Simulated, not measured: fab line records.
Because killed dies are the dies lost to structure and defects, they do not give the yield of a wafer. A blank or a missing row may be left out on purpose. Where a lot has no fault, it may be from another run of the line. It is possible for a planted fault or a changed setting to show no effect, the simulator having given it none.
A struck lot beside a sound one -- flow n5_finfet -- 14 out of 1938 route steps
Sound: the wafers L408.1, L408.3, L408.4. Struck: wafer L399.6 (L399.2, L399.3, from the same lot, were not struck and are left out); the cause is given at the end.
At each step with rows: each side's tool, then ch and its chambers, then its first start. Under that, the readings that differ: sound wafers -- struck wafers -- difference of the means -- sigmas: that difference in standard deviations of wafers without a fault.
alike: readings whose means differ by less than 2 such deviations, and words and numbers that are the same on both sides. not compared: withheld readings, readings that some wafer has no value for, bounds like >300 that may hide the same value, and numbers for which the record gives no deviation and whose values overlap.
Wherever a step has rows on one side only, a row that says differs or no value, or a row with sigmas, the two part there. When numbers do not overlap yet have no deviation, they are printed without sigmas and do not part them. A reading missing from all wafers of one side parts the sides only when that side holds two or more wafers.

first, 9 steps without rows for these wafers: N5_FIN_CUT_PEB_06 (peb time 60 s); N5_FIN_CUT_DEVELOP_07 (develop time 30 s); N5_FIN_CUT_DESCUM_13 (chemistry O2, time 7 s); N5_FIN_CUT_ETCH_30 (etches underlayer in N2/H2, target depth 13 nm, time 10.4 s); N5_FIN_CUT_ETCH_20 (etches SiARC in CF4, target depth 26 nm, time 43.3 s); N5_FIN_CUT_ETCH_21 (etches SOC in N2/H2, target depth 219 nm, overetch 43.8 nm, time 523.5 s); N5_FIN_CUT_STRIP_23 (strips in N2/H2); N5_FIN_CUT_STRIP_31 (strips in N2/H2); N5_FIN_CUT_STRIP_24 (strips in CF4).
N5_FIN_CUT_CUT_ETCH_26: etches SiNx in CH3F/O2, target depth 39 nm, time 55.7 s.
  sound on rie_diel-02 ch 0,3, day 6 11:27; struck on rie_diel-06 ch 2, day 4 05:19
reading,sound,struck,difference,sigmas
drypump_motor_current_A (A),4.8 5.7 4.8,6.1,+1.0,+3
oes_f_703_au (a.u.),0.71 0.92 0.70,0.56,-0.22,-2
rf_fwd_power_W (W),392.0 391.2 392.5,298.5,-93.4,-62
rf_vpp_V (V),304 298 304,342,+40,+5
throttle_valve_pct (%),16.75 16.38 16.76,16.19,-0.44,-2
model.etch.depth_nm (nm),38.06 39.37 37.78,35.52,-2.88,
model.SOC_of_FIN_CUT_COAT_18.thk_nm (nm),211.4 211 211.2,213.8,+2.6,
  alike: oes_product_au, showerhead_plenum_p_Torr
  not compared: rf_hours_counter_h
N5_FIN_CUT_CUT_ETCH_27: etches SiO2 in CHF3/O2, target depth 4 nm, overetch 2 nm, time 4.9 s.
  sound on rie_diel-02 ch 0,3, day 6 11:30; struck on rie_diel-06 ch 2, day 4 05:22
reading,sound,struck,difference,sigmas
drypump_motor_current_A (A),4.8 5.7 4.7,6.1,+1.0,+3
throttle_valve_pct (%),19.26 18.85 19.25,18.62,-0.50,-3
model.SOC_of_FIN_CUT_COAT_18.thk_nm (nm),207.6 207 207.4,209.8,+2.5,
  alike: oes_f_703_au, oes_product_au, rf_fwd_power_W, rf_vpp_V, showerhead_plenum_p_Torr
  not compared: rf_hours_counter_h
then, 1 step without rows for these wafers: N5_FIN_CUT_PRECLEAN_35 (cleans in vHF, time 13.3 s).
-- the record jumps here: 7 days lie between the struck wafers' starts before and after (it left off in module FIN_CUT and takes up again in module BEOL_M4, whose first step shown is number 1111 of the route) --
N5_BEOL_M4_RC_MEAS_101:
  sound on prober-01 ch 0, day 12 19:22; struck on prober-01 ch 0, day 10 21:20
reading,sound,struck,difference,sigmas
ION_P (uA/um),441 445 451,469,+23,+2
VT_P (mV),-254 -256 -253,-245,+9,+3
  alike: DIBL_N, DIBL_P, IOFF_N, IOFF_P, ION_N, SS_N, SS_P, VT_N
-- here the record skips 5 days between the struck wafers' starts before and after, leaving off in module BEOL_M4 and picking up in module PASSIVATION (first step shown: number 1936 of the route) --
N5_PASSIVATION_PROBE_49:
  sound on prober-02, day 17 13:36; struck on prober-02, day 15 14:46
reading,sound,struck,difference,sigmas
killed_at_M0_to_M3,19 56 29,58,+23,+2
  alike: defect_limited_yield, killed_at_M4_up, killed_at_contacts, killed_at_front_end, killed_at_other, killed_dies, killed_open, killed_short, sort_bin_5_function, sort_bin_6_memory, sort_bin_8_speed, sort_n_pass, sort_yield_pct

== WHERE THEY PART ==
At N5_FIN_CUT_CUT_ETCH_26 first; at N5_PASSIVATION_PROBE_49 last (within this record only).

WHY: what had been put in by the simulator
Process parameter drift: rie_diel-06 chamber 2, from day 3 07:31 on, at N5_FIN_CUT_CUT_ETCH_26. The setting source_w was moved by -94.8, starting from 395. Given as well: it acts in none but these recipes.
